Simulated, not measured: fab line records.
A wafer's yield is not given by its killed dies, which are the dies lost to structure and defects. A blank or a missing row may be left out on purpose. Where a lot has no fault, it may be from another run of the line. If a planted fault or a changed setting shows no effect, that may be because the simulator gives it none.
Lot-split experiment | flow n5Finfet | 21 wafers read from 7 lots, route of 1938 steps

ABOUT THE SPLIT
At N5_BEOL_M0_TRENCH_ETCH_107 (etches SiOC in C4F6/O2, target depth 32.8 nm, time 16.4 s), the setting targetDepthA was moved away from the recipe's 328 angstrom on 7 of the 21 wafers read, by -6.3% to +7.0%. This setting was run at the recipe's value on the other wafers.

FROM THE SPLIT ON TO THE READING: in between, the file shows 1 step
- N5_BEOL_M0_STRIP_142: strips in N2/H2, time 10 s

THE READING
trenchDepthNm, in nm, at N5_BEOL_M0_OCD_MEAS_108. On this fab line, fault-free wafers typically give 33.0 nm with a standard deviation of 0.49 nm.

wafer  | tool, chamber at the split | targetDepthA as run, angstrom | against the recipe | trenchDepthNm, nm | against lot-mates on the recipe
L076.1 | rieDiel-04, 2              | 338                           | +3.0%              | 34.0              | no lot-mate on the recipe
L076.4 | rieDiel-04, 3              | 338                           | +3.0%              | 33.2              | no lot-mate on the recipe
L076.5 | rieDiel-04, 2              | 338                           | +3.0%              | 34.2              | no lot-mate on the recipe
L079.3 | rieDiel-03, 0              | 350.8                         | +7.0%              | 34.9              | +2.6
L079.4 | rieDiel-03, 3              | 328                           | recipe             | 32.3              | -
L079.6 | rieDiel-03, 2              | 350.8                         | +7.0%              | 34.8              | +2.5
L080.4 | rieDiel-03, 2              | 328                           | recipe             | 32.7              | -
L080.5 | rieDiel-03, 3              | 328                           | recipe             | 32.8              | -
L080.6 | rieDiel-03, 2              | 328                           | recipe             | 32.8              | -
L084.1 | rieDiel-01, 3              | 328                           | recipe             | 33.8              | -
L084.4 | rieDiel-01, 2              | 328                           | recipe             | 33.3              | -
L084.5 | rieDiel-01, 3              | 328                           | recipe             | 33.3              | -
L090.1 | rieDiel-04, 1              | 328                           | recipe             | 32.6              | -
L090.2 | rieDiel-04, 0              | 347.5                         | +5.9%              | 34.1              | +1.1
L090.4 | rieDiel-04, 3              | 328                           | recipe             | 33.5              | -
L095.1 | rieDiel-01, 0              | 328                           | recipe             | 33.1              | -
L095.2 | rieDiel-01, 3              | 328                           | recipe             | 33.3              | -
L095.4 | rieDiel-01, 1              | 307.3                         | -6.3%              | 30.9              | -2.3
L097.1 | rieDiel-04, 2              | 328                           | recipe             | 32.8              | -
L097.5 | rieDiel-04, 1              | 328                           | recipe             | 32.4              | -
L097.6 | rieDiel-04, 2              | 328                           | recipe             | 33.5              | -

THE FIT
A straight line over all 21 wafers: trenchDepthNm changes by +0.269 nm for each +1% of targetDepthA; r = +0.88; the points scatter about the line by 0.43 nm.
The same after taking each lot's own level away (the mean of its wafers on the recipe; 18 wafers): +0.33 nm for each +1%; r = +0.94; scatter 0.37 nm.
That fit puts the effect of the largest move of targetDepthA on the reading at 2.3 nm.
Across the lots, their own levels run from 32.30 to 33.47 nm, a range of 2.4 times the standard deviation given above.
So the lot-to-lot level changes the slope: the two fits differ.
Check: +2.12 nm against its lot-mates is what the line predicts for one of the wafers moved furthest among these (+7.0%) when that wafer is left out of the fit. Against them it came out at +2.6 nm.

THESE WAFERS: OTHER SPLITS
Other splits were also applied to these wafers ahead of the reading. Each is held against what the fit with the lots' levels taken away leaves over:
other split on the same wafers      | wafers away from the commonest value | r with trenchDepthNm (lot level and that fit taken away)
N5_MOL_CONTACT_COAG_COAT_63 spinRpm | 5                                    | +0.18
N5_BEOL_M0_SAQP_COAT_105 spinRpm    | 7                                    | +0.10
N5_BEOL_M0_SAQP_COAT_34 spinRpm     | 4                                    | -0.26

THE WHOLE CHAIN: every reading that the file lists as answering this split, in the file's order
step                       | what it does                                              | reading                                                                 | change (the file's fit)               | r (the file's)
N5_BEOL_M0_TRENCH_ETCH_107 | etches SiOC in C4F6/O2, target depth 32.8 nm, time 16.4 s | BEOL_M0.featureDepthNm (the simulator's own value, which no gauge read) | +0.3 nm for each +1% of the setting   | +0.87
N5_BEOL_M0_OCD_MEAS_108    |                                                           | trenchDepthNm                                                           | +0.311 nm for each +1% of the setting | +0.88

THE FILE'S OWN FIT
trenchDepthNm changes by +0.311 nm for each +1% of targetDepthA, r = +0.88.
